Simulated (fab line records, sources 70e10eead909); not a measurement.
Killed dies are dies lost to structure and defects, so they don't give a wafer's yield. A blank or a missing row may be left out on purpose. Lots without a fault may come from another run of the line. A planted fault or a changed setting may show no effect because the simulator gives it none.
fab line records | flow nand_harc
record lots=6 wafers=14 last_day=33
route steps=1302 shown A_ONON_D1@432 END@1302
lots that met no fault: from a run of the same line without faults
start_h: hours from the record's first day to the start of the lot's first wafer shown | wait_h: hours since the lot's step before | " the same as in the row above | L1.1+2: a row that stands for several wafers | - no value, or no start given | * or withheld: withheld | < > ~ a bound
route shown NAME@n: a module of which the file shows steps, and the number in the route of the first | usual: mean/standard deviation of fault-free wafers | same: alike in all rows | chamber/n: place in a boat | sites: the reading at each site | _std_site: their standard deviation | _edge_site: outer sites' mean less inner sites' | radius_mm: how far each site lies from the wafer's centre | mask NAME#n: copy n | behind: the tool/chamber that last shaped the wafer | hold: why the lot was held/for how many hours/how that ended | device: the transistor (n, p or np) that didn't switch | end of line: the same wafers' tests at the end of the route | a step without rows: its recipe alone | killed: dies lost to structure and defects at the first sort, not the wafer's yield | map: a wafer's dies, x killed, . not, _ none there
set.NAME: the setting as run; set.NAME@STEP: as run at that earlier step | model.NAME: the simulator's own value behind a step, which no gauge read
lots at some steps of the route; a table a step, a row a wafer
services: from which hour (start_h, from the record's first day; less than 0 if before it) a tool's chamber was out of use, for how many hours, and why
## steps
# step NHARC_A_ONON_D1_DEP_12
# recipe target_thk_a=10000 n2_flow_sccm=2750 n2o_flow_sccm=2000 nh3_flow_sccm=500 sih4_flow_sccm=210 temp_c=400
# step NHARC_A_ONON_D1_THK_MEAS_14
# recipe thk_meas_gauge=ellipsometry
# usual thk_nm=1000/8.6
# columns lot.wafer tool chamber start_h wait_h thk_nm
L776.1 film_metro-01 - 213.54 - 1001
L776.4 " - " " 1002
L776.6 " - " " 1002
L781.2 film_metro-02 - 253.63 - 1014
L783.2 film_metro-01 - 279.69 - 1005
L790.2 film_metro-02 - 347.36 - 998
L790.3 " - " " 999
L790.4 " - " " 998
L794.1 film_metro-01 - 384.49 - 989
L794.2 " - " " 988
L794.4 " - " " 989
L795.2 film_metro-02 - 395.52 - 991
L795.4 " - " " 993
L795.5 " - " " 993
# step NHARC_A_ONON_D1_ANNEAL_15
# recipe temp_c=750 time_s=3600
# step NHARC_A_ONON_D1_DEP_16
# recipe target_thk_a=10000 n2_flow_sccm=2750 n2o_flow_sccm=2000 nh3_flow_sccm=500 sih4_flow_sccm=210 temp_c=400
# step NHARC_A_ONON_D1_THK_MEAS_18
# recipe thk_meas_gauge=ellipsometry
# usual thk_nm=1000/9.7
# columns lot.wafer tool chamber start_h wait_h thk_nm
L776.1 film_metro-01 - 221.34 - 975
L776.4 " - " " 974
L776.6 " - " " 975
L781.2 film_metro-01 - 261.39 - 988
L783.2 film_metro-01 - 287.51 - 1007
L790.2 film_metro-02 - 357.68 - 1002
L790.3 " - " " 1002
L790.4 " - " " 1001
L794.1 film_metro-02 - 394.64 - 1000
L794.2 " - " " 999
L794.4 " - " " 1000
L795.2 film_metro-02 - 403.30 - 1008
L795.4 " - " " 1010
L795.5 " - " " 1009
# step NHARC_A_ONON_D1_DEP_19
# recipe target_thk_a=10000 n2_flow_sccm=2750 n2o_flow_sccm=2000 nh3_flow_sccm=500 sih4_flow_sccm=210 temp_c=400
# step NHARC_A_ONON_D1_THK_MEAS_21
# recipe thk_meas_gauge=ellipsometry
# usual thk_nm=999/8.9
# columns lot.wafer tool chamber start_h wait_h thk_nm
L776.1 film_metro-02 - 221.90 - 1022
L776.4 " - " " 1024
L776.6 " - " " 1022
L781.2 film_metro-02 - 261.96 - 1011
L783.2 film_metro-01 - 288.08 - 991
L790.2 film_metro-02 - 358.25 - 992
L790.3 " - " " 994
L790.4 " - " " 993
L794.1 film_metro-01 - 395.21 - 997
L794.2 " - " " 995
L794.4 " - " " 996
L795.2 film_metro-02 - 403.87 - 1004
L795.4 " - " " 1006
L795.5 " - " " 1005
# step NHARC_A_ONON_D1_DEP_22
# recipe target_thk_a=10000 n2_flow_sccm=2750 n2o_flow_sccm=2000 nh3_flow_sccm=500 sih4_flow_sccm=210 temp_c=400
# step NHARC_A_ONON_D1_THK_MEAS_24
# recipe thk_meas_gauge=ellipsometry
# usual thk_nm=999/8.3
# columns lot.wafer tool chamber start_h wait_h thk_nm
L776.1 film_metro-01 - 222.46 - 1004
L776.4 " - " " 1006
L776.6 " - " " 1004
L781.2 film_metro-01 - 262.53 - 991
L783.2 film_metro-02 - 288.65 - 1012
L790.2 film_metro-01 - 358.81 - 992
L790.3 " - " " 993
L790.4 " - " " 994
L794.1 film_metro-02 - 395.78 - 1001
L794.2 " - " " 1002
L794.4 " - " " 1001
L795.2 film_metro-02 - 404.43 - 1001
L795.4 " - " " 1004
L795.5 " - " " 1003
# step NHARC_A_ONON_D1_DEP_25
# recipe target_thk_a=10000 n2_flow_sccm=2750 n2o_flow_sccm=2000 nh3_flow_sccm=500 sih4_flow_sccm=210 temp_c=400
# step NHARC_A_ONON_D1_THK_MEAS_27
# recipe thk_meas_gauge=ellipsometry
# usual thk_nm=1004/13
# columns lot.wafer tool chamber start_h wait_h thk_nm
L776.1 film_metro-02 - 223.02 - 1006
L776.4 " - " " 1009
L776.6 " - " " 1006
L781.2 film_metro-01 - 263.10 - 1009
L783.2 film_metro-01 - 289.21 - 1019
L790.2 film_metro-02 - 359.38 - 1003
L790.3 " - " " 1003
L790.4 " - " " 1001
L794.1 film_metro-01 - 396.33 - 998
L794.2 " - " " 997
L794.4 " - " " 999
L795.2 film_metro-02 - 404.99 - 991
L795.4 " - " " 992
L795.5 " - " " 989
# step NHARC_A_ONON_D1_DEP_28
# recipe target_thk_a=10000 n2_flow_sccm=2750 n2o_flow_sccm=2000 nh3_flow_sccm=500 sih4_flow_sccm=210 temp_c=400
# usual nh3_flow_sccm=500.1/1.3
# columns lot.wafer tool chamber start_h wait_h nh3_flow_sccm
L776.1 pecvd_onon-04 0 223.08 0.1 501.5
L776.4 " 0 " " 500.7
L776.6 " 0 " " 499.4
L781.2 pecvd_onon-01 0 263.21 0.1 501.4
L783.2 pecvd_onon-01 0 289.33 0.1 501.3
L790.2 pecvd_onon-03 0 359.49 0.1 501.2
L790.3 " 0 " " 499.7
L790.4 " 0 " " 502.1
L794.1 pecvd_onon-01 0 396.39 0.1 498.8
L794.2 " 0 " " 498.7
L794.4 " 0 " " 499.0
L795.2 pecvd_onon-03 0 405.10 0.1 499.7
L795.4 " 0 " " 499.5
L795.5 " 0 " " 498.3
# step NHARC_A_ONON_D1_THK_MEAS_30
# recipe thk_meas_gauge=ellipsometry
# usual thk_nm=999/11
# columns lot.wafer tool chamber start_h wait_h hold thk_nm
L776.1 film_metro-02 - 223.58 - - 1004
L776.4 " - " " - 1006
L776.6 " - " " - 1004
L781.2 film_metro-02 - 263.66 - await_dispo/0.2h/release 1563
L781.2 film_metro-02 - 263.84 0.2 - 1563
L783.2 film_metro-02 - 289.79 - await_dispo/0.2h/release 1561
L783.2 film_metro-02 - 289.96 0.2 - 1560
L790.2 film_metro-02 - 359.94 - - 1002
L790.3 " - " " - 1003
L790.4 " - " " - 1004
L794.1 film_metro-01 - 396.90 - - 980
L794.2 " - " " - 977
L794.4 " - " " - 979
L795.2 film_metro-01 - 405.56 - - 1006
L795.4 " - " " - 1006
L795.5 " - " " - 1006
# step NHARC_A_ONON_D1_DEP_33
# recipe target_thk_a=2000 temp_c=400 pressure_torr=6.5 rf_w=900 teos_flow_sccm=161.4 flow_sccm=2650 target_thk_nm=200 gas=O2 material=SiO2
# usual heater_power_w=563/89 throttle_valve_pct=16.1/0.52
# columns lot.wafer tool chamber start_h wait_h hold heater_power_w throttle_valve_pct
L776.1 pecvd-01 2 223.69 0.1 - 670 16.5
L776.4 " 1 " " - 494 15.6
L776.6 " 0 " " - 584 15.9
L781.2 pecvd-01 1 270.03 6.2 await_dispo/6.1h/release 480 15.7
L783.2 pecvd-01 2 293.12 3.2 await_dispo/3.1h/release 636 16.5
L790.2 pecvd-03 0 360.00 0.1 - 566 15.4
L790.3 " 2 " " - 645 16.7
L790.4 " 2 " " - 667 17.0
L794.2 pecvd-02 0 397.00 0.1 - 507 15.8
L794.1 " 1 " " - 766 15.8
L794.4 " 1 " " - 790 15.5
L795.2 pecvd-01 1 405.66 0.1 - 556 15.9
L795.5 " 0 " " - 482 15.8
L795.4 " 1 " " - 585 15.9
# step NHARC_END_SORT_01
# recipe temp_c=25
# usual killed_at_array=53/19 killed_at_other=0.8/1.2 killed_at_periphery=3.7/2.3 killed_dies=57/19 killed_open=3.2/1.7 killed_short=2.6/1.8
# same gross_dies=677
# columns lot.wafer tool chamber start_h wait_h hold killed_at_array killed_at_other killed_at_periphery killed_dies killed_open killed_short
L776.1 prober-01 0 623.47 2.5 - 69 0 1 70 1 4
L776.4 prober-01 0 625.86 3.4 - 75 0 0 75 4 4
L776.6 prober-01 0 627.46 4.0 - 75 1 4 80 3 3
L781.2 prober-01 0 662.98 2.8 - 671 2 4 677 2 3
L783.2 prober-01 0 670.81 2.8 await_dispo/1.6h/release 675 0 2 677 0 2
L790.2 prober-01 0 762.36 2.8 - 60 0 6 66 5 8
L790.3 prober-01 0 763.15 3.1 - 52 0 1 53 0 5
L790.4 prober-01 0 763.95 3.4 - 63 1 3 67 1 2
# killed by level:class
L776.1 A_SLIT:chamber_film_flake=23 A_CHANNEL_HOLE_D2:chamber_film_flake=13 A_CHANNEL_HOLE_D1:chamber_film_flake=13 A_CONTACT:chamber_film_flake=10 A_STAIRCASE:chamber_film_flake=3 A_WL_FILL:geometric_particle:short=2 A_BLC:chamber_film_flake=2 A_ONON_D1:geometric_particle:open=1
L776.4 A_CHANNEL_HOLE_D1:chamber_film_flake=22 A_CHANNEL_HOLE_D2:chamber_film_flake=20 A_SLIT:chamber_film_flake=15 A_BLC:chamber_film_flake=6 A_STAIRCASE:chamber_film_flake=2 A_CONTACT:chamber_film_flake=2 A_SOURCE_PLATE:geometric_particle:short=1 A_ONON_D1:geometric_particle:open=1
L776.6 A_SLIT:chamber_film_flake=31 A_CHANNEL_HOLE_D2:chamber_film_flake=17 A_CHANNEL_HOLE_D1:chamber_film_flake=13 A_BLC:chamber_film_flake=5 P_BONDPAD:chamber_film_flake=2 A_STAIRCASE:chamber_film_flake=2 A_CONTACT:chamber_film_flake=2 P_GATE:geometric_particle:short=1
L781.2 A_ONON_D1:area_dep=611 A_CHANNEL_HOLE_D1:chamber_film_flake=38 A_CHANNEL_HOLE_D2:chamber_film_flake=12 A_CONTACT:chamber_film_flake=4 P_GATE:chamber_film_flake=2 THIN_TSV:chamber_film_flake=2 P_M0:geometric_particle:open=1 A_CHANNEL_FILL_D2:geometric_particle:short=1
L783.2 A_ONON_D1:area_dep=659 A_CHANNEL_HOLE_D1:chamber_film_flake=4 A_STAIRCASE:chamber_film_flake=3 P_M1:chamber_film_flake=2 A_CHANNEL_FILL_D2:chamber_film_flake=2 A_ONON_D1:geometric_particle:short=1 A_WL_FILL:geometric_particle:short=1 A_ZERO_WELL:chamber_film_flake=1
L790.2 A_CHANNEL_HOLE_D2:chamber_film_flake=25 A_CHANNEL_HOLE_D1:chamber_film_flake=16 A_ONON_D1:geometric_particle:short=4 A_ONON_D2:geometric_particle:short=2 A_M0:geometric_particle:open=2 P_M2:chamber_film_flake=2 A_SLIT:chamber_film_flake=2 A_STAIRCASE:chamber_film_flake=2
L790.3 A_CHANNEL_HOLE_D2:chamber_film_flake=20 A_CHANNEL_HOLE_D1:chamber_film_flake=17 A_STAIRCASE:chamber_film_flake=3 A_CONTACT:chamber_film_flake=3 A_M0:geometric_particle:short=2 A_M1:geometric_particle:short=2 A_SLIT:chamber_film_flake=2 A_ONON_D1:geometric_particle:short=1
L790.4 A_CHANNEL_HOLE_D1:chamber_film_flake=31 A_CHANNEL_HOLE_D2:chamber_film_flake=20 A_SLIT:chamber_film_flake=5 A_STAIRCASE:chamber_film_flake=4 P_M2:chamber_film_flake=2 P_M0:geometric_particle:open=1 A_CHANNEL_FILL_D2:geometric_particle:short=1 STARTING-WAFER:geometric_particle:short=1
# map L781.2 (x killed, . not)
____________x____________
_________xxxxxxx_________
_______xxxxxxxxxxx_______
______xxxxxxxxxxxxx______
_____xxxxxxxxxxxxxxx_____
____xxxxxxxxxxxxxxxxx____
____xxxxxxxxxxxxxxxxx____
___xxxxxxxxxxxxxxxxxxx___
___xxxxxxxxxxxxxxxxxxx___
__xxxxxxxxxxxxxxxxxxxxx__
__xxxxxxxxxxxxxxxxxxxxx__
_xxxxxxxxxxxxxxxxxxxxxxx_
_xxxxxxxxxxxxxxxxxxxxxxx_
_xxxxxxxxxxxxxxxxxxxxxxx_
_xxxxxxxxxxxxxxxxxxxxxxx_
_xxxxxxxxxxxxxxxxxxxxxxx_
xxxxxxxxxxxxxxxxxxxxxxxxx
xxxxxxxxxxxxxxxxxxxxxxxxx
xxxxxxxxxxxxxxxxxxxxxxxxx
xxxxxxxxxxxxxxxxxxxxxxxxx
xxxxxxxxxxxxxxxxxxxxxxxxx
_xxxxxxxxxxxxxxxxxxxxxxx_
_xxxxxxxxxxxxxxxxxxxxxxx_
_xxxxxxxxxxxxxxxxxxxxxxx_
_xxxxxxxxxxxxxxxxxxxxxxx_
_xxxxxxxxxxxxxxxxxxxxxxx_
__xxxxxxxxxxxxxxxxxxxxx__
__xxxxxxxxxxxxxxxxxxxxx__
___xxxxxxxxxxxxxxxxxxx___
___xxxxxxxxxxxxxxxxxxx___
____xxxxxxxxxxxxxxxxx____
____xxxxxxxxxxxxxxxxx____
_____xxxxxxxxxxxxxxx_____
______xxxxxxxxxxxxx______
_______xxxxxxxxxxx_______
_________xxxxxxx_________
____________x____________
# map L783.2 (x killed, . not)
____________x____________
_________xxxxxxx_________
_______xxxxxxxxxxx_______
______xxxxxxxxxxxxx______
_____xxxxxxxxxxxxxxx_____
____xxxxxxxxxxxxxxxxx____
____xxxxxxxxxxxxxxxxx____
___xxxxxxxxxxxxxxxxxxx___
___xxxxxxxxxxxxxxxxxxx___
__xxxxxxxxxxxxxxxxxxxxx__
__xxxxxxxxxxxxxxxxxxxxx__
_xxxxxxxxxxxxxxxxxxxxxxx_
_xxxxxxxxxxxxxxxxxxxxxxx_
_xxxxxxxxxxxxxxxxxxxxxxx_
_xxxxxxxxxxxxxxxxxxxxxxx_
_xxxxxxxxxxxxxxxxxxxxxxx_
xxxxxxxxxxxxxxxxxxxxxxxxx
xxxxxxxxxxxxxxxxxxxxxxxxx
xxxxxxxxxxxxxxxxxxxxxxxxx
xxxxxxxxxxxxxxxxxxxxxxxxx
xxxxxxxxxxxxxxxxxxxxxxxxx
_xxxxxxxxxxxxxxxxxxxxxxx_
_xxxxxxxxxxxxxxxxxxxxxxx_
_xxxxxxxxxxxxxxxxxxxxxxx_
_xxxxxxxxxxxxxxxxxxxxxxx_
_xxxxxxxxxxxxxxxxxxxxxxx_
__xxxxxxxxxxxxxxxxxxxxx__
__xxxxxxxxxxxxxxxxxxxxx__
___xxxxxxxxxxxxxxxxxxx___
___xxxxxxxxxxxxxxxxxxx___
____xxxxxxxxxxxxxxxxx____
____xxxxxxxxxxxxxxxxx____
_____xxxxxxxxxxxxxxx_____
______xxxxxxxxxxxxx______
_______xxxxxxxxxxx_______
_________xxxxxxx_________
____________x____________
## services
# columns tool chamber start_h hours kind
pecvd_onon-03 - 214.17 0.1 repair
pecvd-02 1 216.86 6.4 repair
pecvd-02 - 227.00 13.0 pm
pecvd-02 0 227.00 13.0 vent_cycle
pecvd-02 1 227.00 13.0 vent_cycle
pecvd-02 2 227.00 13.0 vent_cycle
pecvd_onon-03 - 227.19 13.0 pm
pecvd-02 0 240.00 - clean
pecvd-02 1 240.00 - clean
pecvd-02 2 240.00 - clean
pecvd-01 - 264.88 0.4 repair
pecvd_onon-01 - 269.35 13.0 pm
pecvd-01 - 290.31 1.3 repair
pecvd_onon-04 - 311.00 13.0 pm
pecvd-01 - 311.18 13.0 pm
pecvd-01 0 311.18 13.0 vent_cycle
pecvd-01 1 311.18 13.0 vent_cycle
pecvd-01 2 311.18 13.0 vent_cycle
pecvd-01 0 324.18 - clean
pecvd-01 1 324.18 - clean
pecvd-01 2 324.18 - clean
pecvd-02 - 360.07 1.2 repair
pecvd-03 - 366.00 13.0 pm
pecvd-03 0 366.00 13.0 vent_cycle
## key
first_sign step=NHARC_A_ONON_D1_THK_MEAS_30 reading=visit direction=added
effect step=NHARC_A_ONON_D1_THK_MEAS_30 reading=thk_nm direction=up sigmas=53 usual=999 struck=1562
effect step=NHARC_END_SORT_01 reading=killed_dies direction=up sigmas=32 usual=57 struck=677
more_kills_born_at NHARC_A_ONON_D1_DEP_28@pecvd_onon-01=1270
met_at NHARC_A_ONON_D1_DEP_28
struck_wafers L781.2,L783.2
later_rows_left_out L781.2,L783.2
tester_left_out L781,L783
fault kind=process_parameter_drift tool=pecvd_onon-01 chamber=- onset_h=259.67 steps=NHARC_A_ONON_D1_DEP_28 channel=target_thk_a offset=* shape=step end_h=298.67 scope=struck_wafers_only acts_in=* stated=*
# tester_left_out: of these lots the tester's yield and bins aren't shown, on N5 and GAA mostly nor the transistor test; their killed dies are dies lost to structure and defects alone, not to doping, threshold or leakage, so they don't give the yield
# later_rows_left_out: the simulator's readings of these wafers behind a module that went badly wrong aren't trusted and aren't shown, but for the sort
